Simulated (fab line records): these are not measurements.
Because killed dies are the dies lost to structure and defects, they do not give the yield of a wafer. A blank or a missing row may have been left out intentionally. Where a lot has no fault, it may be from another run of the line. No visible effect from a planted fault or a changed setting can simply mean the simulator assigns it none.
Chamber matching :: flow n5-finfet :: 4 sister chambers for N5_BEOL_M6_ETCH_72 on rie-diel-03
The step etches underlayer in N2/H2, target depth 6.5 nm, time 5.2 s. 16 wafers are shown with their chamber, then 8 later ones without.

EACH WAFER AND ITS CHAMBER
wafer: L074.1
chamber: 3
drypump-motor-current-A (A): 4.8
showerhead-plenum-p-Torr (Torr): 2.62
throttle-valve-pct (%): 18.23

wafer: L074.4
chamber: 2
drypump-motor-current-A (A): 5.3
showerhead-plenum-p-Torr (Torr): 2.42
throttle-valve-pct (%): 18.10

wafer: L074.6
chamber: 3
drypump-motor-current-A (A): 4.9
showerhead-plenum-p-Torr (Torr): 2.62
throttle-valve-pct (%): 18.24

wafer: L075.1
chamber: 2
drypump-motor-current-A (A): 5.3
showerhead-plenum-p-Torr (Torr): 2.42
throttle-valve-pct (%): 18.09

wafer: L075.4
chamber: 3
drypump-motor-current-A (A): 4.8
showerhead-plenum-p-Torr (Torr): 2.62
throttle-valve-pct (%): 18.22

wafer: L075.5
chamber: 0
drypump-motor-current-A (A): 5.5
showerhead-plenum-p-Torr (Torr): 2.48
throttle-valve-pct (%): 17.41

wafer: L077.1
chamber: 2
drypump-motor-current-A (A): 5.3
showerhead-plenum-p-Torr (Torr): 2.41
throttle-valve-pct (%): 18.11

wafer: L077.4
chamber: 1
drypump-motor-current-A (A): 6.5
showerhead-plenum-p-Torr (Torr): 2.69
throttle-valve-pct (%): 17.88

wafer: L077.5
chamber: 3
drypump-motor-current-A (A): 4.8
showerhead-plenum-p-Torr (Torr): 2.61
throttle-valve-pct (%): 18.24

wafer: L083.1
chamber: 0
drypump-motor-current-A (A): 5.5
showerhead-plenum-p-Torr (Torr): 2.48
throttle-valve-pct (%): 17.45

wafer: L083.4
chamber: 2
drypump-motor-current-A (A): 5.3
showerhead-plenum-p-Torr (Torr): 2.41
throttle-valve-pct (%): 18.14

wafer: L083.6
chamber: 0
drypump-motor-current-A (A): 5.5
showerhead-plenum-p-Torr (Torr): 2.48
throttle-valve-pct (%): 17.44

wafer: L086.1
chamber: 0
drypump-motor-current-A (A): 5.5
showerhead-plenum-p-Torr (Torr): 2.47
throttle-valve-pct (%): 17.45

wafer: L086.4
chamber: 3
drypump-motor-current-A (A): 4.8
showerhead-plenum-p-Torr (Torr): 2.61
throttle-valve-pct (%): 18.29

wafer: L086.5
chamber: 3
drypump-motor-current-A (A): 4.8
showerhead-plenum-p-Torr (Torr): 2.61
throttle-valve-pct (%): 18.28

wafer: L087.4
chamber: 0
drypump-motor-current-A (A): 5.5
showerhead-plenum-p-Torr (Torr): 2.47
throttle-valve-pct (%): 17.47

SIGNATURES (averages over the wafers above)
reading: drypump-motor-current-A
chamber 0: 5.500
chamber 1: 6.500
chamber 2: 5.300
chamber 3: 4.817
scatter within a chamber: 0.0264

reading: showerhead-plenum-p-Torr
chamber 0: 2.4760
chamber 1: 2.6900
chamber 2: 2.4150
chamber 3: 2.6150
scatter within a chamber: 0.00555

reading: throttle-valve-pct
chamber 0: 17.4440
chamber 1: 17.8800
chamber 2: 18.1100
chamber 3: 18.2500
scatter within a chamber: 0.0247
Rule: a wafer lies at a distance from a chamber equal to the root of the sum of squares, over the readings, of (its reading less the chamber's mean, divided by the reading's scatter). The wafer belongs to the nearest chamber; if the next one is less than 2 further off, it can't be placed. The scatter: the root of (the sum of the squares of (reading less its chamber's mean) over the shown wafers, divided by (wafers less chambers)).

WAFERS MISSING THEIR CHAMBER
wafer: L087.5
drypump-motor-current-A (A): 6.5
showerhead-plenum-p-Torr (Torr): 2.68
throttle-valve-pct (%): 17.93

wafer: L087.6
drypump-motor-current-A (A): 5.3
showerhead-plenum-p-Torr (Torr): 2.41
throttle-valve-pct (%): 18.13

wafer: L094.2
drypump-motor-current-A (A): 6.5
showerhead-plenum-p-Torr (Torr): 2.67
throttle-valve-pct (%): 17.97

wafer: L094.4
drypump-motor-current-A (A): 5.5
showerhead-plenum-p-Torr (Torr): 2.47
throttle-valve-pct (%): 17.48

wafer: L094.5
drypump-motor-current-A (A): 6.5
showerhead-plenum-p-Torr (Torr): 2.67
throttle-valve-pct (%): 17.94

wafer: L097.1
drypump-motor-current-A (A): 5.3
showerhead-plenum-p-Torr (Torr): 2.72
throttle-valve-pct (%): 17.73

wafer: L097.2
drypump-motor-current-A (A): 4.8
showerhead-plenum-p-Torr (Torr): 2.60
throttle-valve-pct (%): 17.85

wafer: L097.5
drypump-motor-current-A (A): 6.5
showerhead-plenum-p-Torr (Torr): 2.67
throttle-valve-pct (%): 17.97

WHICH CHAMBER EACH WENT THROUGH
wafer: L087.5
from the rows above: 1
in truth: 1

wafer: L087.6
from the rows above: 2
in truth: 2

wafer: L094.2
from the rows above: 1
in truth: 1

wafer: L094.4
from the rows above: 0
in truth: 0

wafer: L094.5
from the rows above: 1
in truth: 1

wafer: L097.1
from the rows above: 3
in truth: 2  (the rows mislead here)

wafer: L097.2
from the rows above: 3
in truth: 3

wafer: L097.5
from the rows above: 1
in truth: 1
Correct placement for 7 of the 8. Number that these rows cannot place: 0. Placed wrongly: 1.
